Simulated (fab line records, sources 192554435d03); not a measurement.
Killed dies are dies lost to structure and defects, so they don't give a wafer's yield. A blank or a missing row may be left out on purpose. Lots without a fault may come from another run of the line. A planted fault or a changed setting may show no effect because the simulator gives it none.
Which tool did it? | flow n5_finfet | 9 lots, 27 wafers sampled, at 6 steps of a route of 1938

WHAT THE GAUGES READ, wafer by wafer
N5_WELL_APT_OVL_MEAS_26.
lot  | measured    | on         | PWELL_OVL (nm)
L693 | day 1 17:12 | overlay-02 | 3 -2 6
L694 | day 1 21:25 | overlay-01 | -12 -5 -2
L696 | day 2 09:48 | overlay-01 | -8 0 6
L701 | day 3 14:58 | overlay-02 | 5 -7 -7
L703 | day 4 02:52 | overlay-01 | -4 -8 5
L707 | day 5 02:53 | overlay-01 | -1 -3 4
L711 | day 6 02:52 | overlay-01 | -4 -12 -11
L713 | day 6 15:25 | overlay-01 | -5 6 -9
L714 | day 6 20:53 | overlay-01 | -4 -10 -2

N5_PMOS_HMC_CHANNEL_EPI_THK_MEAS_22.
lot  | measured    | on            | HMC_CMP_THK (nm)
L693 | day 1 22:02 | film_metro-02 | 54.6 54.3 53.7
L694 | day 2 03:41 | film_metro-02 | 54.0 53.8 55.0
L696 | day 2 14:44 | film_metro-01 | 53.9 53.3 54.1
L701 | day 3 20:14 | film_metro-02 | 53.8 53.7 53.3
L703 | day 4 08:30 | film_metro-01 | 49.3 49.1 50.5
L707 | day 5 08:26 | film_metro-02 | 48.1 49.0 48.6
L711 | day 6 08:14 | film_metro-02 | 54.4 53.7 54.0
L713 | day 6 20:46 | film_metro-01 | 54.7 53.8 54.4
L714 | day 7 03:08 | film_metro-02 | 53.8 54.2 53.9

N5_BEOL_M4_RC_MEAS_101.
lot  | measured     | on        | CJ_P           | DIBL_N (mV/V)  | DIBL_P (mV/V)  | IOFF_N (nA/um)    | IOFF_P (nA/um)    | IOFF_P_85C (nA/um) | IOFF_P_LONG (nA/um)        | ION_N (uA/um) | ION_P (uA/um) | SS_N (mV/dec)  | SS_P (mV/dec)  | VT_N (mV)         | VT_P (mV)            | VT_P_LONG (mV)       | VT_P_LVT (mV)
L693 | day 8 02:14  | prober-02 | 5.83 5.83 5.87 | 34.6 38.2 37.1 | 35.1 38.6 37.4 | 0.131 0.191 0.174 | 0.195 0.252 0.229 | 3.4 4.2 3.9        | 0.000103 0.000105 0.000105 | 667 680 672   | 460 464 459   | 71.7 72.2 71.7 | 73.3 74.6 74.0 | 250.4 245.9 247.3 | -252.1 -250.6 -249.8 | -274.1 -273.0 -276.4 | -99.1 -95.1 -97.8
L694 | day 8 04:57  | prober-02 | 5.78 5.89 5.60 | 34.9 34.1 35.3 | 33.6 33.5 35.0 | 0.130 0.120 0.145 | 0.184 0.181 0.213 | 3.3 3.3 3.7        | 0.000114 0.000118 0.000112 | 652 660 664   | 452 455 463   | 71.9 71.0 71.7 | 72.2 72.6 72.7 | 256.1 254.3 251.9 | -249.7 -250.7 -250.3 | -274.0 -273.2 -270.0 | -100.2 -99.7 -97.8
L696 | day 9 02:19  | prober-02 | 5.80 5.83 5.72 | 36.2 37.7 35.9 | 35.5 36.6 35.5 | 0.143 0.163 0.145 | 0.188 0.202 0.190 | 3.2 3.5 3.3        | 0.0001 0.000101 0.0001     | 669 666 674   | 458 456 462   | 71.7 72.1 71.3 | 72.4 73.5 72.6 | 251.5 251.0 250.1 | -255.1 -252.9 -252.0 | -274.9 -278.2 -276.9 | -101.0 -101.4 -102.0
L701 | day 10 08:11 | prober-01 | 5.78 5.84 5.83 | 37.8 38.1 36.6 | 38.9 38.7 35.8 | 0.193 0.199 0.166 | 0.216 0.217 0.174 | 3.8 3.8 3.2        | 9.5e-05 9.6e-05 9.5e-05    | 688 687 660   | 460 466 446   | 71.6 71.6 71.7 | 74.2 74.5 72.2 | 244.7 247.1 249.3 | -251.0 -250.6 -253.7 | -278.3 -277.3 -280.1 | -97.1 -98.7 -101.0
L703 | day 11 03:59 | prober-01 | 6.32 6.30 6.26 | 34.5 37.0 35.2 | 37.5 39.4 37.1 | 0.126 0.169 0.134 | 0.163 0.174 0.148 | 3.0 3.1 2.7        | 8.2e-05 8.4e-05 8e-05      | 654 685 661   | 410 427 412   | 71.1 71.7 70.8 | 73.1 74.1 73.2 | 255.7 249.0 250.9 | -259.1 -259.8 -261.7 | -290.8 -290.4 -289.4 | -110.2 -107.9 -110.9
L707 | day 11 12:03 | prober-01 | 6.11 6.15 6.07 | 36.9 37.7 36.5 | 41.7 43.4 41.0 | 0.183 0.198 0.170 | 0.311 0.395 0.348 | 5.2 6.4 5.7        | 8.2e-05 8.4e-05 8.3e-05    | 684 671 670   | 405 403 400   | 72.1 72.6 72.4 | 77.2 78.0 78.2 | 246.3 244.0 248.2 | -258.8 -255.0 -258.4 | -288.3 -288.1 -290.5 | -105.4 -103.8 -105.7
L711 | day 12 15:20 | prober-02 | 5.84 6.00 5.85 | 34.5 34.9 34.1 | 34.7 35.5 34.6 | 0.131 0.134 0.125 | 0.146 0.149 0.140 | 2.7 2.7 2.6        | 8.3e-05 8.6e-05 8.3e-05    | 660 680 658   | 448 456 445   | 71.4 71.4 71.2 | 72.9 73.7 72.8 | 254.0 254.3 251.2 | -258.7 -256.1 -257.9 | -285.5 -286.6 -288.0 | -105.7 -106.6 -105.8
L713 | day 12 22:28 | prober-02 | 5.68 5.95 5.73 | 39.1 38.5 37.6 | 39.8 39.4 38.0 | 0.211 0.195 0.187 | 0.260 0.250 0.231 | 4.4 4.2 4.0        | 9.8e-05 0.000104 0.000101  | 682 685 686   | 462 464 469   | 72.3 72.4 71.8 | 74.4 73.7 73.0 | 243.3 248.6 243.6 | -250.6 -249.5 -249.3 | -273.0 -278.5 -277.1 | -99.0 -99.4 -99.2
L714 | day 13 16:23 | prober-01 | 5.91 5.79 5.94 | 35.4 36.3 37.0 | 36.7 38.7 39.4 | 0.188 0.205 0.231 | 0.220 0.250 0.267 | 3.8 4.3 4.5        | 0.000105 0.000103 0.000106 | 688 680 676   | 469 465 462   | 71.3 71.7 72.3 | 73.3 73.7 74.4 | 243.8 244.3 243.5 | -248.9 -249.2 -249.4 | -274.7 -276.3 -275.7 | -98.3 -96.8 -96.1

WHICH TOOL RAN EACH LOT (tool, then ch and the chambers of the sampled wafers, then the start)
lot  | N5_WELL_APT_RTA_34              | N5_PMOS_HMC_CHANNEL_EPI_FIN_RECESS_16 | N5_PMOS_HMC_CHANNEL_EPI_EPI_20
L693 | rtp_anneal-01 ch 0, day 1 18:17 | rie_si-06 ch 0,3, day 1 20:11         | epi_rpcvd-04 ch 0, day 1 20:47
L694 | rtp_anneal-02 ch 0, day 1 23:55 | rie_si-06 ch 0,1,3, day 2 01:52       | epi_rpcvd-04 ch 0, day 2 02:02
L696 | rtp_anneal-01 ch 0, day 2 10:51 | rie_si-06 ch 0,1, day 2 12:56         | epi_rpcvd-04 ch 0, day 2 13:06
L701 | rtp_anneal-01 ch 0, day 3 15:58 | rie_si-06 ch 0,3, day 3 18:02         | epi_rpcvd-04 ch 0, day 3 18:13
L703 | rtp_anneal-02 ch 0, day 4 03:56 | rie_si-05 ch 0,2, day 4 06:18         | epi_rpcvd-04 ch 0, day 4 06:44
L707 | rtp_anneal-02 ch 0, day 5 03:53 | rie_si-02 ch 0,2,3, day 5 06:13       | epi_rpcvd-04 ch 0, day 5 06:23
L711 | rtp_anneal-02 ch 0, day 6 03:47 | rie_si-06 ch 0,1,2, day 6 05:30       | epi_rpcvd-01 ch 0, day 6 06:02
L713 | rtp_anneal-01 ch 0, day 6 16:57 | rie_si-06 ch 0,1,3, day 6 18:55       | epi_rpcvd-03 ch 0, day 6 19:09
L714 | rtp_anneal-02 ch 0, day 6 22:02 | rie_si-06 ch 0,2,3, day 7 01:20       | epi_rpcvd-03 ch 0, day 7 01:42
- N5_WELL_APT_RTA_34: time 10 s.
- N5_PMOS_HMC_CHANNEL_EPI_FIN_RECESS_16: chemistry HBr/Cl2, target Si, target depth 54 nm, time 18 s.
- N5_PMOS_HMC_CHANNEL_EPI_EPI_20: deposits SiGe30, target thk 59 nm.

WHAT THE TOOLS THEMSELVES READ (means of the sampled wafers that have a number; where no wafer has one, the mark that the record gives instead)
N5_WELL_APT_RTA_34.
lot  | tool          | lamp_power_pct (%) | lamp_zone_2_pct (%) | lamp_zone_4_pct (%) | lamp_zone_6_pct (%) | wafer_temp_C_max
L693 | rtp_anneal-01 | 13.07              | 12.988              | 13.02               | 12.941              | 1004.5
L694 | rtp_anneal-02 | 13.03              | 13.001              | 12.97               | 12.903              | 1003.0
L696 | rtp_anneal-01 | 13.01              | 13.019              | 13.00               | 12.924              | 1004.0
L701 | rtp_anneal-01 | 12.97              | 12.970              | 12.99               | 12.935              | 1004.2
L703 | rtp_anneal-02 | 13.03              | 12.973              | 13.01               | 12.923              | 1003.5
L707 | rtp_anneal-02 | 13.01              | 12.965              | 13.03               | 12.919              | 1004.3
L711 | rtp_anneal-02 | 13.02              | 12.998              | 12.99               | 12.917              | 1004.3
L713 | rtp_anneal-01 | 13.01              | 12.994              | 12.99               | 12.915              | 1003.2
L714 | rtp_anneal-02 | 13.01              | 12.995              | 12.99               | 12.911              | 1003.5

N5_PMOS_HMC_CHANNEL_EPI_FIN_RECESS_16.
lot  | tool      | drypump_motor_current_A (A) | oes_product_au (a.u.) | throttle_valve_pct (%)
L693 | rie_si-06 | 5.7                         | 1.001                 | 35.58
L694 | rie_si-06 | 5.7                         | 0.994                 | 35.55
L696 | rie_si-06 | 5.6                         | 0.992                 | 35.59
L701 | rie_si-06 | 5.6                         | 0.996                 | 35.54
L703 | rie_si-05 | 6.1                         | 1.011                 | 35.63
L707 | rie_si-02 | 6.1                         | 1.005                 | 35.57
L711 | rie_si-06 | 5.7                         | 0.994                 | 35.56
L713 | rie_si-06 | 5.6                         | 0.997                 | 35.55
L714 | rie_si-06 | 5.7                         | 1.001                 | 35.53

N5_PMOS_HMC_CHANNEL_EPI_EPI_20.
lot  | tool         | chamber_pressure_Torr (Torr)
L693 | epi_rpcvd-04 | 19.99
L694 | epi_rpcvd-04 | 20.06
L696 | epi_rpcvd-04 | 20.00
L701 | epi_rpcvd-04 | 19.92
L703 | epi_rpcvd-04 | 12.72
L707 | epi_rpcvd-04 | 12.70
L711 | epi_rpcvd-01 | 20.00
L713 | epi_rpcvd-03 | 20.01
L714 | epi_rpcvd-03 | 19.97

THE ANSWER, worked out from the rows above alone
Rule: what is usual is taken from the lots themselves. Put in order of their means at a reading, lots are off if they are a third of the lots or fewer, leave a main group of 4 or more, and stand apart from it by a gap of 3 or more times the standard deviation of the main group's means; of several such gaps the widest counts. A main group whose means are all the same, to the digits that the tables above print for the reading, isn't used. A lot without any number at a reading at which 4 lots or more have one is off too. The other lots that the step has rows for count as sound. The gauges are gone through in route order, then the tools' own readings, and for those a lot's mean is taken as printed above. The first step at which some lot is off is used, and at that step the reading that is off furthest; a lot without a number counts as furthest.
Off: L703, L707, at N5_PMOS_HMC_CHANNEL_EPI_THK_MEAS_22 (HMC_CMP_THK). The main group: mean 54.0 nm, standard deviation 0.24.
A tool fits if, at a process step before that reading, it ran every lot that is off, and no sound lot after the first of them. The gauges at N5_PMOS_HMC_CHANNEL_EPI_THK_MEAS_22 aren't tried: what is off there is off at N5_BEOL_M4_RC_MEAS_101 too, on other tools, and a gauge's error can't cause that. One fits: epi_rpcvd-04 at N5_PMOS_HMC_CHANNEL_EPI_EPI_20. Its last sound lot is L701 (day 3 18:13), its first lot that is off L703 (day 4 06:44): a fault that began between those two fits.
The tool's own readings at N5_PMOS_HMC_CHANNEL_EPI_EPI_20 bear it out: on the lots that are off they differ by more than 5 times the standard deviation of the sound lots' means. chamber_pressure_Torr reads 12.71 Torr there against 19.99 Torr on the sound lots.

WHAT THE SIMULATOR HAD PUT IN
Process parameter drift: epi_rpcvd-04, from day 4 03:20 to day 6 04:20, at N5_PMOS_HMC_CHANNEL_EPI_EPI_20. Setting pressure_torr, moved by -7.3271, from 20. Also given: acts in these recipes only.
Lots struck among those shown: L703, L707. The rule above found the same.
